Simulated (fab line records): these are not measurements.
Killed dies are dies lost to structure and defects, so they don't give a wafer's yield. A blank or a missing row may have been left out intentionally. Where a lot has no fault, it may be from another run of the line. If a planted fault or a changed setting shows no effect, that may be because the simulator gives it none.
Split-lot experiment -- flow n5Finfet -- 21 wafers read from 7 lots, route of 1938 steps

## THE SPLIT
At N5_BEOL_M7_DESCUM_33 (chemistry O2, time 7 s), the setting timeS was moved away from the recipe's 7 s on 7 of the 21 wafers read, by +6.7% to +17.2%. This setting was run at the recipe's value on the other wafers.

No step appears in the file between the split and the reading.

## THE READING
CAR-EUV_of_BEOL_M7_COAT_22.thkNm (the simulator's own value, which no gauge read), in nm, at N5_BEOL_M7_ETCH_72 (etches underlayer in N2/H2, target depth 6.5 nm, time 5.2 s). The file does not state a usual value for it. Average 20.4 nm, standard deviation 0.13 nm, over the 14 wafers here run with the recipe.

wafer,"tool, chamber at the split","timeS as run, s",against the recipe,"CAR-EUV_of_BEOL_M7_COAT_22.thkNm, nm",against lot-mates on the recipe
L080.1,"rieDiel-05, 1,2",7.471,+6.7%,20.2,-0.2
L080.2,"rieDiel-05, 0",7,recipe,20.4,-
L080.3,"rieDiel-05, 1,2",7.471,+6.7%,20.4,+0.0
L081.2,"rieDiel-05, 3",7,recipe,20.4,-
L081.5,"rieDiel-05, 3,2",8.139,+16.3%,20,-0.4
L081.6,"rieDiel-05, 3,2",8.139,+16.3%,20,-0.4
L084.1,"rieDiel-05, 2,0,0",7,recipe,20.4,-
L084.4,"rieDiel-05, 2,0,0",7,recipe,20.2,-
L084.6,"rieDiel-05, 2,0,0",7,recipe,20.2,-
L083.4,"rieDiel-04, 0,1",7,recipe,20.6,-
L083.5,"rieDiel-04, 0",7,recipe,20.6,-
L083.6,"rieDiel-04, 0,1",7,recipe,20.4,-
L086.1,"rieDiel-04, 2",7,recipe,20.4,-
L086.3,"rieDiel-04, 1",8.207,+17.2%,19.8,-0.6
L086.5,"rieDiel-04, 0",8.207,+17.2%,19.8,-0.6
L093.2,"rieDiel-05, 0",7,recipe,20.2,-
L093.3,"rieDiel-05, 3",7.631,+9.0%,20,-0.3
L093.5,"rieDiel-05, 3",7,recipe,20.4,-
L095.3,"rieDiel-04, 2",7,recipe,20.4,-
L095.6,"rieDiel-04, 0,1",7,recipe,20.4,-
L095.4,"rieDiel-04, 0,1",7,recipe,20.6,-
Where a row lists several chambers, the file gives one row for several wafers and doesn't say which wafer went through which chamber.

THE FIT
A straight line over all 21 wafers: CAR-EUV_of_BEOL_M7_COAT_22.thkNm changes by -0.0302 nm for each +1% of timeS; r = -0.85; the points scatter about the line by 0.13 nm.
The same after taking each lot's own level away (the mean of its wafers on the recipe; 21 wafers): -0.0296 nm for each +1%; r = -0.91; scatter 0.094 nm.
On that fit, the largest move of timeS shifts the reading by 0.51 nm.
The lots' own levels span 20.27 to 20.53 nm, that is 2.0 times the standard deviation above.
The two slopes agree, so the slope changes little with the lot-to-lot level.
Check: for one of the wafers moved furthest among these (+17.2%), held out of the fit, the line's prediction against its lot-mates is -0.475 nm. It came out at -0.6 nm against them.

## FURTHER SPLITS ON THESE WAFERS
Other splits were also applied to these wafers ahead of the reading. Each is held against what the fit with the lots' levels taken away leaves over:
other split on the same wafers,wafers away from the commonest value,r with CAR-EUV_of_BEOL_M7_COAT_22.thkNm (lot level and that fit taken away)
N5_BEOL_M6_EXPOSE_08 doseMj,4,+0.14
N5_BEOL_M6_STRIP_19 tempC,7,+0.64

## THE WHOLE CHAIN: every reading that the file lists as answering this split, in the file's order
step,what it does,reading,change (the file's fit),r (the file's)
N5_BEOL_M7_DESCUM_33,"chemistry O2, time 7 s","CAR-EUV_of_BEOL_M7_COAT_22.thkNm (the simulator's own value, which no gauge read)",-0.03 nm for each +1% of the setting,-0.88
N5_BEOL_M7_ETCH_72,"etches underlayer in N2/H2, target depth 6.5 nm, time 5.2 s","CAR-EUV_of_BEOL_M7_COAT_22.thkNm (the simulator's own value, which no gauge read)",-0.0294 nm for each +1% of the setting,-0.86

## FILE'S OWN FIT
CAR-EUV_of_BEOL_M7_COAT_22.thkNm changes by -0.0294 nm for each +1% of timeS, r = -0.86.
